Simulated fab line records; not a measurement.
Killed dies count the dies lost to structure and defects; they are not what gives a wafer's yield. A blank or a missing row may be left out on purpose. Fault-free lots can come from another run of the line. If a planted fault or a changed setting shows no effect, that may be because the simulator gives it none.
Chamber matching || flow n5Finfet || N5_SD_EPI_N_ETCH_45 on rieDiel-04: 4 sister chambers
The step etches SiOCN in CH3F/O2, target depth 6 nm. 8 wafers are shown with their chamber, then 10 later ones without.

== WAFERS WITH THEIR CHAMBER ==
{"wafer": "L086.4", "chamber": 1, "showerheadPlenumPTorr (Torr)": 2.08, "drypumpMotorCurrentA (A)": 5.7}
{"wafer": "L087.2", "chamber": 2, "showerheadPlenumPTorr (Torr)": 1.99, "drypumpMotorCurrentA (A)": 5.1}
{"wafer": "L087.4", "chamber": 0, "showerheadPlenumPTorr (Torr)": 1.97, "drypumpMotorCurrentA (A)": 5.4}
{"wafer": "L089.1", "chamber": 1, "showerheadPlenumPTorr (Torr)": 2.08, "drypumpMotorCurrentA (A)": 5.7}
{"wafer": "L089.3", "chamber": 0, "showerheadPlenumPTorr (Torr)": 1.97, "drypumpMotorCurrentA (A)": 5.4}
{"wafer": "L089.4", "chamber": 3, "showerheadPlenumPTorr (Torr)": 1.97, "drypumpMotorCurrentA (A)": 6.1}
{"wafer": "L092.1", "chamber": 3, "showerheadPlenumPTorr (Torr)": 1.96, "drypumpMotorCurrentA (A)": 6.0}
{"wafer": "L092.4", "chamber": 2, "showerheadPlenumPTorr (Torr)": 1.99, "drypumpMotorCurrentA (A)": 5.1}

== WAFERS WHOSE CHAMBER IS MISSING ==
{"wafer": "L092.5", "showerheadPlenumPTorr (Torr)": 1.99, "drypumpMotorCurrentA (A)": 5.2}
{"wafer": "L093.1", "showerheadPlenumPTorr (Torr)": 1.98, "drypumpMotorCurrentA (A)": 5.2}
{"wafer": "L093.2", "showerheadPlenumPTorr (Torr)": 2.08, "drypumpMotorCurrentA (A)": 5.7}
{"wafer": "L093.5", "showerheadPlenumPTorr (Torr)": 2.08, "drypumpMotorCurrentA (A)": 5.7}
{"wafer": "L094.2", "showerheadPlenumPTorr (Torr)": 2.08, "drypumpMotorCurrentA (A)": 5.7}
{"wafer": "L094.3", "showerheadPlenumPTorr (Torr)": 1.98, "drypumpMotorCurrentA (A)": 5.2}
{"wafer": "L094.5", "showerheadPlenumPTorr (Torr)": 1.98, "drypumpMotorCurrentA (A)": 5.2}
{"wafer": "L095.2", "showerheadPlenumPTorr (Torr)": 1.97, "drypumpMotorCurrentA (A)": 5.4}
{"wafer": "L095.4", "showerheadPlenumPTorr (Torr)": 2.08, "drypumpMotorCurrentA (A)": 5.7}
{"wafer": "L095.6", "showerheadPlenumPTorr (Torr)": 1.98, "drypumpMotorCurrentA (A)": 5.2}

== EACH ONE'S CHAMBER ==
{"wafer": "L092.5", "from the rows above": 2, "in truth": 2}
{"wafer": "L093.1", "from the rows above": 2, "in truth": 2}
{"wafer": "L093.2", "from the rows above": 1, "in truth": 1}
{"wafer": "L093.5", "from the rows above": 1, "in truth": 1}
{"wafer": "L094.2", "from the rows above": 1, "in truth": 1}
{"wafer": "L094.3", "from the rows above": 2, "in truth": 2}
{"wafer": "L094.5", "from the rows above": 2, "in truth": 2}
{"wafer": "L095.2", "from the rows above": 0, "in truth": 0}
{"wafer": "L095.4", "from the rows above": 1, "in truth": 1}
{"wafer": "L095.6", "from the rows above": 2, "in truth": 2}
10 of 10 placed correctly. Not placeable from these rows: 0. Wrongly placed: 0.
How it was worked out, from the rows above alone: a wafer's distance from a chamber is the root of the sum, over the readings, of the square of ((its reading less the chamber's mean) divided by the reading's scatter). If the next closest chamber is less than 2 further off than the closest, the wafer can't be placed; otherwise it belongs to the closest. The mean given for a chamber averages the wafers shown for that chamber. The scatter: the root of (the sum of the squares of (reading less its chamber's mean) over the shown wafers, divided by (wafers less chambers)).
